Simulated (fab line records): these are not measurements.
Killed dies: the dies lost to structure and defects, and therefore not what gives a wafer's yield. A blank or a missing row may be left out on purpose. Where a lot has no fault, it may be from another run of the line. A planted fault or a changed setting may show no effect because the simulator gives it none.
Chamber matching :: flow n5 finfet :: cmp-03 running N5_BEOL_M14_CMP_49: 4 sister chambers
The step polishes, stops on SiO2, t overpolish 5.2 s, target thk 560 nm. 16 wafers are shown with their chamber, then 8 later ones without.

== WAFERS PAIRED WITH THEIR CHAMBERS ==
wafer: L074.3
chamber: 3
motor current A (A): 7.5
time to endpoint s (s): 107
overpolish run s (s): 5.191

wafer: L074.4
chamber: 2
motor current A (A): 7.5
time to endpoint s (s): 107
overpolish run s (s): 5.200

wafer: L074.5
chamber: 3
motor current A (A): 7.9
time to endpoint s (s): 109
overpolish run s (s): 5.193

wafer: L076.2
chamber: 3
motor current A (A): 8.1
time to endpoint s (s): 124
overpolish run s (s): 5.203

wafer: L076.5
chamber: 0
motor current A (A): 8.4
time to endpoint s (s): 130
overpolish run s (s): 5.201

wafer: L076.6
chamber: 1
motor current A (A): 9.6
time to endpoint s (s): 125
overpolish run s (s): 5.205

wafer: L083.3
chamber: 3
motor current A (A): 7.7
time to endpoint s (s): 119
overpolish run s (s): 5.202

wafer: L083.5
chamber: 1
motor current A (A): 9.3
time to endpoint s (s): 117
overpolish run s (s): 5.214

wafer: L083.6
chamber: 0
motor current A (A): 8.9
time to endpoint s (s): 124
overpolish run s (s): 5.197

wafer: L084.2
chamber: 3
motor current A (A): 8.4
time to endpoint s (s): 118
overpolish run s (s): 5.192

wafer: L084.3
chamber: 2
motor current A (A): 6.8
time to endpoint s (s): 118
overpolish run s (s): 5.189

wafer: L084.6
chamber: 1
motor current A (A): 9.1
time to endpoint s (s): 121
overpolish run s (s): 5.207

wafer: L085.1
chamber: 0
motor current A (A): 8.4
time to endpoint s (s): 131
overpolish run s (s): 5.193

wafer: L085.3
chamber: 2
motor current A (A): 6.7
time to endpoint s (s): 114
overpolish run s (s): 5.184

wafer: L085.6
chamber: 0
motor current A (A): 8.2
time to endpoint s (s): 129
overpolish run s (s): 5.200

wafer: L091.4
chamber: 3
motor current A (A): 7.8
time to endpoint s (s): 123
overpolish run s (s): 5.209

SIGNATURES (means of the wafers above)
reading: motor current A
chamber 0: 8.475
chamber 1: 9.333
chamber 2: 7.000
chamber 3: 7.900
scatter within a chamber: 0.326

reading: time to endpoint s
chamber 0: 128.50
chamber 1: 121.00
chamber 2: 113.00
chamber 3: 116.67
scatter within a chamber: 5.6

reading: overpolish run s
chamber 0: 5.19775
chamber 1: 5.20867
chamber 2: 5.19100
chamber 3: 5.19833
scatter within a chamber: 0.00638
Rule: distance of a wafer from a chamber = root of the sum over the readings of ((wafer's reading minus chamber's mean) / reading's scatter) squared. If the next closest chamber is less than 2 further off than the closest, the wafer can't be placed; otherwise it belongs to the closest. The scatter: take each reading less its chamber's mean, square it, sum over the shown wafers, divide by the number of wafers less the number of chambers, and take the root.

== WAFERS WITHOUT THEIR CHAMBER ==
wafer: L091.5
motor current A (A): 9.6
time to endpoint s (s): 123
overpolish run s (s): 5.193

wafer: L091.6
motor current A (A): 7.1
time to endpoint s (s): 121
overpolish run s (s): 5.206

wafer: L095.3
motor current A (A): 7.9
time to endpoint s (s): 128
overpolish run s (s): 5.198

wafer: L095.4
motor current A (A): 8.7
time to endpoint s (s): 135
overpolish run s (s): 5.199

wafer: L095.5
motor current A (A): 7.5
time to endpoint s (s): 121
overpolish run s (s): 5.199

wafer: L097.1
motor current A (A): 7.6
time to endpoint s (s): 129
overpolish run s (s): 5.215

wafer: L097.2
motor current A (A): 9.0
time to endpoint s (s): 132
overpolish run s (s): 5.207

wafer: L097.6
motor current A (A): 9.5
time to endpoint s (s): 126
overpolish run s (s): 5.203

== WHICH CHAMBER EACH ONE RAN IN ==
wafer: L091.5
from the rows above: can't be placed: 1 or 0
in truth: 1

wafer: L091.6
from the rows above: can't be placed: 2 or 3 or 0
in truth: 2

wafer: L095.3
from the rows above: can't be placed: 0 or 3
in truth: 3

wafer: L095.4
from the rows above: 0
in truth: 0

wafer: L095.5
from the rows above: can't be placed: 3 or 2 or 0
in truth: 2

wafer: L097.1
from the rows above: can't be placed: 3 or 0 or 2
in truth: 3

wafer: L097.2
from the rows above: can't be placed: 1 or 0
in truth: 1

wafer: L097.6
from the rows above: can't be placed: 1 or 0
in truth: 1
Placed correctly: 1 of 8. Unplaceable from these rows: 7, with the true chamber sitting among the candidates in 7. Placed wrongly: 0.
